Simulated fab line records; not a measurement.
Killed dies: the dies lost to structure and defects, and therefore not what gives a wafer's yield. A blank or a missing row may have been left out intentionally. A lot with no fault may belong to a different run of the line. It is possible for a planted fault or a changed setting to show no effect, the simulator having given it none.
Matching of chambers	flow nand_harc	NHARC_A_M1_DEP_33 on pecvd-03: 3 sister chambers
The step deposits SiCN, target thk 30 nm. 6 wafers are shown with their chamber, then 9 later ones without.

WAFERS WITH THEIR CHAMBER
wafer	chamber	heater_power_w (W)	rf_fwd_power_W (W)
L086.3	1	581	448.6
L087.2	2	669	449.1
L087.5	1	478	450.3
L088.2	0	609	448.7
L088.3	2	624	450.8
L088.5	0	618	448.0

WAFERS WITH NO CHAMBER GIVEN
wafer	heater_power_w (W)	rf_fwd_power_W (W)
L089.1	566	448.6
L089.2	611	450.9
L089.3	650	448.7
L091.1	653	447.8
L091.3	591	449.6
L091.4	585	447.8
L093.2	468	446.5
L093.4	474	450.0
L093.5	610	448.9

THE CHAMBER EACH PASSED THROUGH
wafer	from the rows above	in truth
L089.1	can't be placed: 0 or 1 or 2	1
L089.2	can't be placed: 2 or 1 or 0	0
L089.3	can't be placed: 0 or 2 or 1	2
L091.1	can't be placed: 0 or 2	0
L091.3	can't be placed: 2 or 0 or 1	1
L091.4	can't be placed: 0 or 1 or 2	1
L093.2	can't be placed: 1 or 0 or 2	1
L093.4	1	1
L093.5	can't be placed: 0 or 2 or 1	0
Placed correctly: 1 of 9. Cannot be placed on the basis of these rows: 8; the candidates contain the true chamber in 8. Placed wrongly: 0.
How it was worked out, from the rows above alone: a wafer's distance from a chamber is the root of the sum, over the readings, of the square of ((its reading less the chamber's mean) divided by the reading's scatter). If the next closest chamber is less than 2 further off than the closest, the wafer can't be placed; otherwise it belongs to the closest. A chamber's mean is the mean of its shown wafers. The scatter: take each reading less its chamber's mean, square it, sum over the shown wafers, divide by the number of wafers less the number of chambers, and take the root.
